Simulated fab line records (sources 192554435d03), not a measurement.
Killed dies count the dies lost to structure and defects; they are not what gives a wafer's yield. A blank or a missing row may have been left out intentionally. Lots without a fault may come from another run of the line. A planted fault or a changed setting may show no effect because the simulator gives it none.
fab line records	flow n5-finfet
record lots=10	wafers=30	last-day=18
route steps=1938 shown BEOL_M1@824 BEOL_M2@856 BEOL_M4@1111 PASSIVATION@1936
lots untouched by any fault: they come from a run of this same line in which no faults occurred
start-h: start of the lot's first displayed wafer, in hours after the record's first day	wait-h: hours elapsed since this lot's preceding step	" repeats the value in the row above	L1.1+2: one row covering several wafers at once	- no value present, or no start provided	* or withheld: withheld	< > ~ a bound
route shown NAME@n: names a module that has steps shown in the file, with the first one's number in the route	usual: average and standard deviation across the fault-free wafers	same: alike in all rows	chamber/n: place in a boat	sites: each site's reading	_std_site: standard deviation of those values	_edge_site: mean of outer sites minus mean of inner sites	radius-mm: for every site, how far away it sits from the centre of the wafer	mask NAME#n: copy n	behind: tool/chamber where the wafer was last shaped	hold: what put the lot on hold/how long, in hours/how the hold closed	device: transistor that didn't switch, given as n, p or np	end of line: the route-end tests of the same wafers	for a step that has no rows: nothing shown but its recipe	killed: at the first sort, the dies lost to defects and structure; wafer yield is something else	map: dies across one wafer; x = killed, . = not, _ = none there
set.NAME: the run value of the setting; set.NAME@STEP: its run value at that earlier step	model.NAME: the simulator's own value behind a step, which no gauge read
steps of the route over a sample of lots; a table a step, a row a wafer
services: a tool's chamber out of use, with start hour (start-h, from the record's first day; less than 0 if before it), hours out, and reason
## steps
# step N5_BEOL_M1_SPUTTER_90
# recipe material=Cu	target-thk-a=45	temp-c=-20	chamber-pressure-pa=0.07	power-w=withheld	time-s=8.29
# usual throttle-valve-pct=30.2/1.2
lot.wafer	tool	chamber	start-h	wait-h	throttle-valve-pct
L236.3	pvd-sputter-01	-	153.13	0.1	29.3
L236.4	"	-	"	"	29.7
L236.5	"	-	"	"	29.2
L237.1	pvd-sputter-01	-	160.47	0.1	31.8
L237.3	"	-	"	"	29.6
L237.5	"	-	"	"	29.9
L238.3	pvd-sputter-03	-	172.36	0.1	31.7
L238.4	"	-	"	"	29.6
L238.5	"	-	"	"	29.8
L240.2	pvd-sputter-02	-	187.08	0.1	30.3
L240.3	"	-	"	"	30.3
L240.6	"	-	"	"	31.8
L242.4	pvd-sputter-01	-	189.68	0.1	31.7
L242.5	"	-	"	"	31.8
L242.6	"	-	"	"	29.1
L244.3	pvd-sputter-03	-	203.88	0.1	29.4
L244.4	"	-	"	"	31.4
L244.5	"	-	"	"	30.7
L245.3	pvd-sputter-03	-	210.58	0.1	28.3
L245.5	"	-	"	"	28.1
L245.6	"	-	"	"	29.7
L246.2	pvd-sputter-03	-	220.21	0.1	30.6
L246.3	"	-	"	"	31.2
L246.6	"	-	"	"	30.6
L250.3	pvd-sputter-03	-	253.97	0.1	30.5
L250.5	"	-	"	"	28.2
L250.6	"	-	"	"	29.2
L254.2	pvd-sputter-03	-	278.41	0.1	29.7
L254.3	"	-	"	"	28.0
L254.5	"	-	"	"	31.6
# step N5_BEOL_M1_SPUTTER_92
# recipe material=Cu	target-thk-a=45	temp-c=-20	chamber-pressure-pa=0.07	power-w=withheld	time-s=8.29
# usual throttle-valve-pct=30.2/1.2
lot.wafer	tool	chamber	start-h	wait-h	throttle-valve-pct
L236.3	pvd-sputter-01	-	153.35	0.1	29.2
L236.4	"	-	"	"	29.7
L236.5	"	-	"	"	29.0
L237.1	pvd-sputter-01	-	160.69	0.1	31.8
L237.3	"	-	"	"	29.3
L237.5	"	-	"	"	29.8
L238.3	pvd-sputter-03	-	172.58	0.1	31.4
L238.4	"	-	"	"	29.4
L238.5	"	-	"	"	29.7
L240.2	pvd-sputter-02	-	187.30	0.1	29.9
L240.3	"	-	"	"	30.4
L240.6	"	-	"	"	31.5
L242.4	pvd-sputter-01	-	189.90	0.1	31.9
L242.5	"	-	"	"	31.8
L242.6	"	-	"	"	29.5
L244.3	pvd-sputter-03	-	204.10	0.1	29.6
L244.4	"	-	"	"	31.5
L244.5	"	-	"	"	30.8
L245.3	pvd-sputter-03	-	210.80	0.1	28.3
L245.5	"	-	"	"	28.2
L245.6	"	-	"	"	29.6
L246.2	pvd-sputter-03	-	220.43	0.1	30.4
L246.3	"	-	"	"	31.3
L246.6	"	-	"	"	30.4
L250.3	pvd-sputter-03	-	254.19	0.1	30.6
L250.5	"	-	"	"	28.4
L250.6	"	-	"	"	29.1
L254.2	pvd-sputter-03	-	278.63	0.1	29.3
L254.3	"	-	"	"	28.0
L254.5	"	-	"	"	31.5
# step N5_BEOL_M1_ANNEAL_93
# recipe temp-c=400	time-s=240	ambient=vacuum
# usual heater-power-w=820/74
lot.wafer	tool	chamber	start-h	wait-h	heater-power-w
L236.3	pvd-sputter-01	-	153.43	0.0	891
L236.4	"	-	"	"	724
L236.5	"	-	"	"	862
L237.1	pvd-sputter-01	-	160.77	0.0	713
L237.3	"	-	"	"	709
L237.5	"	-	"	"	791
L238.3	pvd-sputter-03	-	172.66	0.0	852
L238.4	"	-	"	"	787
L238.5	"	-	"	"	824
L240.2	pvd-sputter-02	-	187.38	0.0	811
L240.3	"	-	"	"	947
L240.6	"	-	"	"	782
L242.4	pvd-sputter-01	-	189.98	0.0	721
L242.5	"	-	"	"	722
L242.6	"	-	"	"	876
L244.3	pvd-sputter-03	-	204.18	0.0	823
L244.4	"	-	"	"	836
L244.5	"	-	"	"	877
L245.3	pvd-sputter-03	-	210.88	0.0	765
L245.5	"	-	"	"	776
L245.6	"	-	"	"	800
L246.2	pvd-sputter-03	-	220.51	0.0	922
L246.3	"	-	"	"	857
L246.6	"	-	"	"	887
L250.3	pvd-sputter-03	-	254.27	0.0	898
L250.5	"	-	"	"	771
L250.6	"	-	"	"	793
L254.2	pvd-sputter-03	-	278.71	0.0	790
L254.3	"	-	"	"	760
L254.5	"	-	"	"	866
# step N5_BEOL_M1_PRE_CLEAN_60
# recipe gas=NH3/H2	time-s=15	temp-c=*	rf-power-w=300
# usual heater-power-w=78/17
lot.wafer	tool	chamber	start-h	wait-h	heater-power-w
L236.3	cvd-co-02	0	154.62	0.0	84
L236.4	"	2	"	"	77
L236.5	"	1	"	"	103
L237.1	cvd-co-02	0	161.96	0.0	82
L237.3	"	1	"	"	101
L237.5	"	1	"	"	100
L238.3	cvd-co-01	2	173.85	0.0	64
L238.4	"	2	"	"	65
L238.5	"	1	"	"	44
L240.2	cvd-co-02	2	188.72	0.1	78
L240.3	"	2	"	"	79
L240.6	"	2	"	"	78
L242.4	cvd-co-01	1	191.19	0.1	46
L242.5	"	0	"	"	93
L242.6	"	2	"	"	64
L244.3	cvd-co-01	1	205.36	0.0	45
L244.4	"	0	"	"	91
L244.5	"	1	"	"	45
L245.3	cvd-co-02	2	212.07	0.0	77
L245.5	"	2	"	"	79
L245.6	"	0	"	"	85
L246.2	cvd-co-01	2	221.70	0.0	64
L246.3	"	0	"	"	93
L246.6	"	0	"	"	93
L250.3	cvd-co-01	0	255.46	0.0	94
L250.5	"	1	"	"	46
L250.6	"	2	"	"	64
L254.2	cvd-co-01	0	279.91	0.0	94
L254.3	"	2	"	"	63
L254.5	"	0	"	"	94
# step N5_BEOL_M1_INSPECT_59
# recipe inspect-instrument=darkfield	mode=post-dep
# usual raw-defect-count=70/24
lot.wafer	tool	chamber	start-h	wait-h	raw-defect-count
L236.3	defect-inspect-01	-	154.87	0.0	74
L236.4	"	-	"	"	45
L236.5	"	-	"	"	57
L237.1	defect-inspect-02	-	162.21	0.0	80
L237.3	"	-	"	"	98
L237.5	"	-	"	"	68
L238.3	defect-inspect-01	-	174.10	0.0	68
L238.4	"	-	"	"	65
L238.5	"	-	"	"	63
L240.2	defect-inspect-01	-	189.03	0.0	104
L240.3	"	-	"	"	79
L240.6	"	-	"	"	115
L242.4	defect-inspect-02	-	191.43	0.0	101
L242.5	"	-	"	"	145
L242.6	"	-	"	"	103
L244.3	defect-inspect-01	-	205.64	0.0	75
L244.4	"	-	"	"	85
L244.5	"	-	"	"	67
L245.3	defect-inspect-02	-	212.35	0.0	53
L245.5	"	-	"	"	38
L245.6	"	-	"	"	35
L246.2	defect-inspect-02	-	221.95	0.0	100
L246.3	"	-	"	"	124
L246.6	"	-	"	"	62
L250.3	defect-inspect-01	-	255.71	0.0	1488
L250.5	"	-	"	"	1529
L250.6	"	-	"	"	1470
L254.2	defect-inspect-01	-	280.16	0.0	1510
L254.3	"	-	"	"	1490
L254.5	"	-	"	"	1435
# step N5_BEOL_M2_INSPECT_13
# recipe mode=adi	inspect-instrument=brightfield
# usual raw-defect-count=388/84
lot.wafer	tool	chamber	start-h	wait-h	raw-defect-count
L236.3	defect-inspect-02	-	156.18	0.0	358
L236.4	"	-	"	"	456
L236.5	"	-	"	"	387
L237.1	defect-inspect-02	-	167.03	0.1	440
L237.3	"	-	"	"	501
L237.5	"	-	"	"	334
L238.3	defect-inspect-01	-	175.30	0.0	352
L238.4	"	-	"	"	381
L238.5	"	-	"	"	376
L240.2	defect-inspect-02	-	191.62	0.0	547
L240.3	"	-	"	"	321
L240.6	"	-	"	"	355
L242.4	defect-inspect-02	-	193.11	0.0	428
L242.5	"	-	"	"	639
L242.6	"	-	"	"	459
L244.3	defect-inspect-02	-	207.48	0.0	339
L244.4	"	-	"	"	386
L244.5	"	-	"	"	352
L245.3	defect-inspect-02	-	215.03	0.0	298
L245.5	"	-	"	"	337
L245.6	"	-	"	"	298
L246.2	defect-inspect-02	-	223.10	0.0	458
L246.3	"	-	"	"	428
L246.6	"	-	"	"	335
L250.3	defect-inspect-01	-	257.68	0.0	1828
L250.5	"	-	"	"	1881
L250.6	"	-	"	"	1727
L254.2	defect-inspect-02	-	283.10	0.0	1682
L254.3	"	-	"	"	1717
L254.5	"	-	"	"	1764
# step N5_BEOL_M4_RC_MEAS_101
# usual DIBL_N=35.8/1.4	DIBL_P=35.8/1.6	IOFF_N=0.152/0.021	IOFF_P=0.204/0.027	ION_N=672/8.7	ION_P=461/6.2	SS_N=71.5/0.54	SS_P=73.1/0.57	VT_N=250.0/2.5	VT_P=-250.6/2.7
lot.wafer	tool	chamber	start-h	wait-h	DIBL_N[mV/V]	DIBL_P[mV/V]	IOFF_N[nA/um]	IOFF_P[nA/um]	ION_N[uA/um]	ION_P[uA/um]	SS_N[mV/dec]	SS_P[mV/dec]	VT_N[mV]	VT_P[mV]
L236.3	prober-02	0	199.18	0.3	35.7	36.7	0.159	0.223	679	466	72.1	73.0	247.3	-249.0
L236.4	"	0	"	"	35.0	35.6	0.147	0.202	667	464	71.3	72.2	246.3	-247.8
L236.5	"	0	"	"	35.7	37.1	0.171	0.229	686	463	71.1	72.8	245.7	-248.5
L237.1	prober-01	0	207.49	0.0	36.1	38.4	0.167	0.224	683	465	71.4	73.3	250.7	-252.5
L237.3	"	0	"	"	35.1	36.2	0.140	0.187	663	452	71.5	72.1	252.5	-252.6
L237.5	"	0	"	"	35.7	37.7	0.160	0.219	672	467	71.5	72.7	250.2	-250.2
L238.3	prober-02	0	215.75	0.3	36.8	37.3	0.168	0.235	688	473	71.8	74.4	249.5	-250.4
L238.4	"	0	"	"	34.2	34.0	0.117	0.185	671	464	70.6	73.1	252.3	-251.4
L238.5	"	0	"	"	36.4	37.8	0.171	0.241	680	470	72.0	73.7	249.9	-248.4
L240.2	prober-02	0	233.67	0.2	37.8	39.7	0.184	0.225	672	456	71.7	73.4	248.0	-251.6
L240.3	"	0	"	"	36.7	38.3	0.150	0.195	670	455	72.2	73.2	251.5	-253.9
L240.6	"	0	"	"	36.5	38.4	0.155	0.202	665	455	72.2	73.6	248.2	-252.6
L242.4	prober-01	0	236.61	0.5	35.6	36.9	0.159	0.212	676	462	71.4	73.7	249.7	-249.1
L242.5	"	0	"	"	34.4	34.9	0.133	0.189	665	458	71.6	73.2	252.8	-250.6
L242.6	"	0	"	"	34.8	35.8	0.145	0.194	669	453	71.4	73.6	250.5	-251.1
L244.3	prober-01	0	241.49	0.3	36.2	36.1	0.148	0.185	660	450	71.7	73.4	250.4	-254.4
L244.4	"	0	"	"	35.8	35.8	0.143	0.178	672	460	71.3	73.4	250.5	-254.1
L244.5	"	0	"	"	35.5	34.8	0.141	0.175	667	459	71.3	73.7	252.3	-250.3
L245.3	prober-01	0	259.42	0.3	35.2	34.8	0.136	0.169	667	458	72.1	72.7	252.3	-253.7
L245.5	"	0	"	"	34.9	34.8	0.136	0.170	675	459	71.7	72.9	252.2	-257.1
L245.6	"	0	"	"	36.1	36.5	0.156	0.200	668	453	72.7	73.1	248.5	-253.7
L246.2	prober-02	0	266.38	0.2	34.7	35.6	0.136	0.187	669	458	71.7	72.2	250.8	-250.8
L246.3	"	0	"	"	36.9	38.5	0.163	0.233	663	461	71.9	73.4	249.7	-249.8
L246.6	"	0	"	"	35.3	36.8	0.153	0.212	670	464	71.3	73.0	247.0	-251.7
L250.3	prober-01	0	291.87	0.3	36.2	35.7	0.165	0.241	672	468	71.8	73.2	247.8	-249.2
L250.5	"	0	"	"	37.8	38.1	0.204	0.281	679	466	72.0	73.2	245.2	-245.0
L250.6	"	0	"	"	36.0	35.0	0.163	0.226	673	461	72.0	73.2	249.5	-249.3
L254.2	prober-02	0	316.41	0.2	36.5	34.4	0.165	0.203	681	463	71.1	74.1	247.6	-251.2
L254.3	"	0	"	"	36.4	34.3	0.173	0.205	680	457	71.3	72.7	247.0	-249.2
L254.5	"	0	"	"	36.7	34.6	0.174	0.209	670	466	71.8	73.6	247.0	-248.4
# step N5_PASSIVATION_PROBE_49
# usual defect-limited-yield=91.6/1.4	killed_at_M0_to_M3=33/9.7	killed_at_M4_up=13/5.4	killed-at-contacts=13/6.6	killed-at-front-end=36/11	killed-at-other=3.9/3	killed-dies=99/16	killed-on-rim=13/3.8	killed-open=66/12	killed-short=32/7.9	sort_bin_5_function=4.9/0.9	sort_bin_6_memory=3.2/0.67	sort-n-pass=1081/16	sort-yield-pct=91.6/1.4
# same gross-dies=1180	killed-at-back-side=0	sort_bin_4_leakage[%]=0	sort_bin_8_speed[%]=0
lot.wafer	tool	chamber	start-h	wait-h	defect-limited-yield[%]	killed_at_M0_to_M3	killed_at_M4_up	killed-at-contacts	killed-at-front-end	killed-at-other	killed-dies	killed-on-rim	killed-open	killed-short	sort_bin_5_function[%]	sort_bin_6_memory[%]	sort-n-pass	sort-yield-pct[%]
L236.3	prober-01	-	309.20	0.5	90.8	37	11	7	54	0	109	15	67	38	5.4	3.1	1071	90.8
L236.4	prober-01	-	309.25	0.6	91.9	43	9	9	34	1	96	13	74	21	5.6	2.3	1084	91.9
L236.5	prober-01	-	309.30	0.6	91.1	39	16	11	37	2	105	8	73	27	6.0	2.6	1075	91.1
L237.1	prober-02	-	313.88	0.0	93.0	19	26	13	24	1	83	15	62	20	3.4	3.4	1097	93.0
L237.3	prober-02	-	313.98	0.1	93.4	24	8	8	36	2	78	10	54	24	3.7	2.5	1102	93.4
L237.5	prober-02	-	314.08	0.2	91.5	30	26	8	29	7	100	18	76	22	5.3	3.1	1080	91.5
L240.2	prober-02	-	338.61	0.1	89.0	52	18	8	48	4	130	9	94	36	6.2	4.2	1050	89.0
L240.3	prober-02	-	338.66	0.1	92.9	35	8	7	31	3	84	10	53	30	4.7	1.9	1096	92.9
L240.6	prober-02	-	338.81	0.3	93.0	31	15	8	25	4	83	8	57	25	4.1	2.8	1097	93.0
L244.3	prober-01	-	339.32	0.1	91.6	22	11	10	43	13	99	15	70	29	4.6	3.6	1081	91.6
L244.4	prober-01	-	339.37	0.2	90.4	33	7	7	63	3	113	21	87	26	5.7	3.7	1067	90.4
L244.5	prober-01	-	339.42	0.2	92.2	34	8	1	40	9	92	14	58	34	4.4	3.1	1088	92.2
L242.4	prober-01	-	340.70	0.2	91.5	31	13	9	38	9	100	11	58	37	5.0	3.1	1080	91.5
L242.5	prober-01	-	340.75	0.2	92.7	27	23	3	30	3	86	6	61	22	4.5	2.6	1094	92.7
L242.6	prober-01	-	340.80	0.3	89.9	27	16	8	64	4	119	12	74	44	6.1	3.8	1061	89.9
L246.2	prober-01	-	363.83	0.1	92.4	29	16	9	31	5	90	11	57	31	4.2	3.2	1090	92.4
L246.3	prober-01	-	363.88	0.1	91.5	23	12	34	30	1	100	15	74	25	5.0	3.3	1080	91.5
L246.6	prober-01	-	364.03	0.3	93.1	27	15	6	33	0	81	11	50	31	3.6	3.0	1099	93.1
L245.3	prober-02	-	364.96	0.1	92.2	26	8	9	44	5	92	13	64	28	5.2	2.5	1088	92.2
L245.5	prober-02	-	365.06	0.2	91.2	21	18	5	56	4	104	10	74	28	5.3	3.3	1076	91.2
L245.6	prober-02	-	365.11	0.3	90.3	41	16	10	43	5	115	17	78	37	5.3	4.3	1065	90.3
L250.3	prober-02	-	388.29	0.1	79.8	161	7	18	49	3	238	29	68	33	11.0	4.6	942	79.8
L250.5	prober-02	-	388.39	0.2	84.5	124	11	14	30	4	183	28	49	26	8.9	3.2	997	84.5
L250.6	prober-02	-	388.44	0.3	80.3	175	6	7	42	2	232	10	47	25	10.9	3.6	948	80.3
L254.2	prober-01	-	427.12	0.1	81.0	165	9	4	35	11	224	33	56	37	9.8	4.4	956	81.0
L254.3	prober-01	-	427.17	0.1	78.3	200	19	4	29	4	256	16	60	33	12.5	4.1	924	78.3
L254.5	prober-01	-	427.27	0.2	80.5	160	15	11	39	5	230	28	66	34	12.5	3.4	950	80.5
# killed by level:class
L236.3 DUMMY_GATE:geometric-particle:open=10 FIN_SAQP:geometric-particle:open=9 BEOL_M0:geometric-particle:short=8 STI_FIN_REVEAL:geometric-particle:open=7 MOL_CONTACT_COAG:geometric-particle:open=7 BEOL_M2:geometric-particle:open=7 GATE_CUT:geometric-particle:short=6 BEOL_M1:geometric-particle:open=6
L236.4 BEOL_M0_SAQP:geometric-particle:open=20 FIN_SAQP:geometric-particle:open=10 STI_FIN_REVEAL:geometric-particle:open=9 BEOL_M1:geometric-particle:open=8 BEOL_M0_SAQP:geometric-particle:short=7 MOL_CONTACT_COAG:geometric-particle:open=6 BEOL_M3:geometric-particle:open=5 FIN_CUT:geometric-particle:short=4
L236.5 DUMMY_GATE:geometric-particle:open=13 BEOL_M0:geometric-particle:short=11 MOL_CONTACT_COAG:geometric-particle:open=10 FIN_SAQP:geometric-particle:open=8 STI_FIN_REVEAL:geometric-particle:open=7 BEOL_M0_SAQP:geometric-particle:open=7 BEOL_M3:geometric-particle:open=6 BEOL_M0_SAQP:geometric-particle:short=5
L237.1 MOL_CONTACT_COAG:geometric-particle:open=11 STI_FIN_REVEAL:geometric-particle:open=8 BEOL_M4:geometric-particle:open=8 BEOL_M0_SAQP:geometric-particle:short=6 FIN_SAQP:geometric-particle:open=5 BEOL_M3:geometric-particle:open=4 BEOL_M5:geometric-particle:open=4 DUMMY_GATE:geometric-particle:open=3
L237.3 BEOL_M3:geometric-particle:open=9 FIN_SAQP:geometric-particle:short=8 STI_FIN_REVEAL:geometric-particle:open=8 MOL_CONTACT_COAG:geometric-particle:open=8 STI_FIN_REVEAL:geometric-particle:short=5 BEOL_M4:geometric-particle:open=5 DUMMY_GATE:geometric-particle:open=4 BEOL_M1:geometric-particle:open=4
L237.5 FIN_SAQP:geometric-particle:open=11 BEOL_M1:geometric-particle:open=10 BEOL_M4:geometric-particle:open=10 MOL_CONTACT_COAG:geometric-particle:open=7 BEOL_M2:geometric-particle:open=7 BEOL_M5:geometric-particle:open=5 BEOL_M3:geometric-particle:open=4 FIN_SAQP:geometric-particle:short=3
L240.2 STI_FIN_REVEAL:geometric-particle:open=12 BEOL_M0_SAQP:geometric-particle:open=11 BEOL_M3:geometric-particle:open=9 BEOL_M2:geometric-particle:open=9 DUMMY_GATE:geometric-particle:open=8 MOL_CONTACT_COAG:geometric-particle:open=8 FIN_SAQP:geometric-particle:open=7 BEOL_M4:geometric-particle:open=7
L240.3 STI_FIN_REVEAL:geometric-particle:open=10 BEOL_M3:geometric-particle:open=9 BEOL_M0_SAQP:geometric-particle:open=8 MOL_CONTACT_COAG:geometric-particle:open=7 BEOL_M0_SAQP:geometric-particle:short=5 STARTING-WAFER:geometric-particle:short=5 BEOL_M1:geometric-particle:open=4 FIN_SAQP:geometric-particle:short=3
L240.6 STI_FIN_REVEAL:geometric-particle:open=11 MOL_CONTACT_COAG:geometric-particle:open=6 BEOL_M8:geometric-particle:open=6 BEOL_M0_SAQP:geometric-particle:short=5 BEOL_M1:geometric-particle:open=5 BEOL_M2:geometric-particle:open=5 BEOL_M3:geometric-particle:open=5 DUMMY_GATE:geometric-particle:open=3
L244.3 STI_FIN_REVEAL:geometric-particle:open=9 MOL_CONTACT_COAG:geometric-particle:open=9 BEOL_M2:geometric-particle:open=8 DUMMY_GATE:geometric-particle:open=7 GATE_CUT:geometric-particle:short=7 PASS1_CAP:geometric-particle:open=6 FIN_SAQP:geometric-particle:open=4 SPACER0:geometric-particle:open=4
L244.4 STI_FIN_REVEAL:geometric-particle:open=29 BEOL_M2:geometric-particle:open=9 MOL_CONTACT_COAG:geometric-particle:open=7 BEOL_M0_SAQP:geometric-particle:open=6 BEOL_M1:geometric-particle:open=6 STARTING-WAFER:geometric-particle:open=6 STI_FIN_REVEAL:geometric-particle:short=5 BEOL_M0_SAQP:geometric-particle:short=5
L244.5 BEOL_M0_SAQP:geometric-particle:open=8 BEOL_M2:geometric-particle:open=8 FIN_SAQP:geometric-particle:open=7 BEOL_M0_SAQP:geometric-particle:short=7 SPACER0:geometric-particle:short=5 FIN_SAQP:geometric-particle:short=4 STI_FIN_REVEAL:geometric-particle:open=4 DUMMY_GATE:geometric-particle:open=4
L242.4 BEOL_M0_SAQP:geometric-particle:open=10 FIN_SAQP:geometric-particle:short=9 BEOL_M0_SAQP:geometric-particle:short=8 MOL_CONTACT_COAG:geometric-particle:open=7 BEOL_M2:geometric-particle:open=6 STARTING-WAFER:geometric-particle:open=6 GATE_CUT:geometric-particle:short=5 STI_FIN_REVEAL:geometric-particle:open=5
L242.5 BEOL_M2:geometric-particle:open=11 BEOL_M4:geometric-particle:open=11 BEOL_M3:geometric-particle:open=7 FIN_SAQP:geometric-particle:open=6 STI_FIN_REVEAL:geometric-particle:open=4 BEOL_M5:geometric-particle:open=4 FIN_SAQP:geometric-particle:short=3 DUMMY_GATE:geometric-particle:open=3
L242.6 FIN_SAQP:geometric-particle:open=16 FIN_SAQP:geometric-particle:short=13 BEOL_M3:geometric-particle:open=9 MOL_CONTACT_COAG:geometric-particle:open=8 BEOL_M1:geometric-particle:open=7 BEOL_M4:geometric-particle:open=7 STI_FIN_REVEAL:geometric-particle:open=7 STARTING-WAFER:geometric-particle:short=7
L246.2 BEOL_M1:geometric-particle:open=12 STI_FIN_REVEAL:geometric-particle:open=8 MOL_CONTACT_COAG:geometric-particle:open=7 BEOL_M4:geometric-particle:short=6 BEOL_M1:geometric-particle:short=6 FIN_SAQP:geometric-particle:open=5 STI_FIN_REVEAL:geometric-particle:short=4 MIM_BOT:geometric-particle:open=4
L246.3 MOL_CONTACT_COAG:geometric-particle:open=26 STI_FIN_REVEAL:geometric-particle:open=11 BEOL_M1:geometric-particle:open=9 MOL_CONTACT_COAG:geometric-particle:short=8 BEOL_M5:geometric-particle:open=6 DUMMY_GATE:geometric-particle:open=5 FIN_SAQP:geometric-particle:open=3 BEOL_M0_SAQP:geometric-particle:open=3
L246.6 BEOL_M1:geometric-particle:open=8 FIN_SAQP:geometric-particle:open=5 MOL_CONTACT_COAG:geometric-particle:open=5 BEOL_M2:geometric-particle:open=5 BEOL_M4:geometric-particle:open=5 BEOL_M4:geometric-particle:short=5 STARTING-WAFER:geometric-particle:open=5 FIN_SAQP:geometric-particle:short=4
L245.3 FIN_SAQP:geometric-particle:open=17 BEOL_M2:geometric-particle:open=9 MOL_CONTACT_COAG:geometric-particle:open=7 FIN_SAQP:geometric-particle:short=6 BEOL_M0_SAQP:geometric-particle:open=6 STI_FIN_REVEAL:geometric-particle:open=4 BEOL_M4:geometric-particle:open=4 STARTING-WAFER:geometric-particle:open=4
L245.5 FIN_SAQP:geometric-particle:open=35 FIN_SAQP:geometric-particle:short=7 BEOL_M4:geometric-particle:open=7 BEOL_M5:geometric-particle:open=7 BEOL_M0_SAQP:geometric-particle:short=6 BEOL_M2:geometric-particle:open=5 STI_FIN_REVEAL:geometric-particle:open=5 BEOL_M0_SAQP:geometric-particle:open=5
L245.6 BEOL_M0_SAQP:geometric-particle:short=12 STI_FIN_REVEAL:geometric-particle:open=11 FIN_SAQP:geometric-particle:open=10 BEOL_M0_SAQP:geometric-particle:open=10 MOL_CONTACT_COAG:geometric-particle:open=7 FIN_SAQP:geometric-particle:short=6 BEOL_M1:geometric-particle:short=6 BEOL_M4:geometric-particle:open=6
L250.3 BEOL_M1:unspecified=136 MOL_CONTACT_COAG:geometric-particle:open=16 FIN_SAQP:geometric-particle:open=15 FIN_SAQP:geometric-particle:short=14 BEOL_M1:geometric-particle:open=10 BEOL_M0_SAQP:geometric-particle:open=5 BEOL_M2:geometric-particle:open=5 GATE_CUT:geometric-particle:short=4
L250.5 BEOL_M1:unspecified=107 MOL_CONTACT_COAG:geometric-particle:open=10 FIN_SAQP:geometric-particle:short=8 BEOL_M3:geometric-particle:open=7 BEOL_M4:geometric-particle:open=6 GATE_CUT:geometric-particle:short=4 MOL_CONTACT_COAG:geometric-particle:short=4 DUMMY_GATE:geometric-particle:open=3
L250.6 BEOL_M1:unspecified=158 FIN_SAQP:geometric-particle:open=15 FIN_SAQP:geometric-particle:short=9 MOL_CONTACT_COAG:geometric-particle:open=5 BEOL_M3:geometric-particle:open=5 GATE_CUT:geometric-particle:short=3 GATE_CUT:geometric-particle:open=3 BEOL_M0_SAQP:geometric-particle:open=3
L254.2 BEOL_M1:unspecified=130 DUMMY_GATE:geometric-particle:open=10 BEOL_M3:geometric-particle:open=9 BEOL_M0_SAQP:geometric-particle:open=8 GATE_CUT:geometric-particle:short=7 BEOL_M0_SAQP:geometric-particle:short=6 PAD_METAL:geometric-particle:open=6 FIN_SAQP:geometric-particle:short=5
L254.3 BEOL_M1:unspecified=162 FIN_SAQP:geometric-particle:open=9 BEOL_M0_SAQP:geometric-particle:short=8 BEOL_M0_SAQP:geometric-particle:open=8 BEOL_M0:geometric-particle:short=7 BEOL_M2:geometric-particle:open=7 BEOL_M4:geometric-particle:open=6 BEOL_M3:geometric-particle:open=6
L254.5 BEOL_M1:unspecified=130 FIN_SAQP:geometric-particle:short=8 MOL_CONTACT_COAG:geometric-particle:open=8 BEOL_M0_SAQP:geometric-particle:open=8 FIN_SAQP:geometric-particle:open=6 STI_FIN_REVEAL:geometric-particle:open=6 BEOL_M4:geometric-particle:open=6 BEOL_M3:geometric-particle:open=5
## services
tool	chamber	start-h	hours	kind
cvd-co-01	2	133.48	3.5	repair
cvd-co-02	1	146.01	5.8	repair
pvd-sputter-02	-	159.31	7.1	repair
cvd-co-01	-	245.95	6.9	pm
## key
first-sign step=N5_BEOL_M1_INSPECT_59	reading=raw-defect-count	direction=up	sigmas=58	usual=70	struck=1487
effect step=N5_BEOL_M2_INSPECT_13	reading=raw-defect-count	direction=up	sigmas=16	usual=388	struck=1766
effect step=N5_PASSIVATION_PROBE_49	reading=killed_at_M0_to_M3	direction=up	sigmas=14	usual=33	struck=164
more-kills-born-at N5_BEOL_M1_PRE_CLEAN_60@cvd-co-01=823
met-at N5_BEOL_M1_PRE_CLEAN_60
struck-lots L250,L254
not-acting-at N5_BEOL_M1_SPUTTER_90,N5_BEOL_M1_SPUTTER_92,N5_BEOL_M1_ANNEAL_93
onset-between 221.70 255.46
also-fits time
fault kind=chamber-particle-source	tool=cvd-co-01	chamber=-	onset-h=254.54	steps=N5_BEOL_M1_PRE_CLEAN_60	rate-per-visit-cm2=2.2401	end-h=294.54
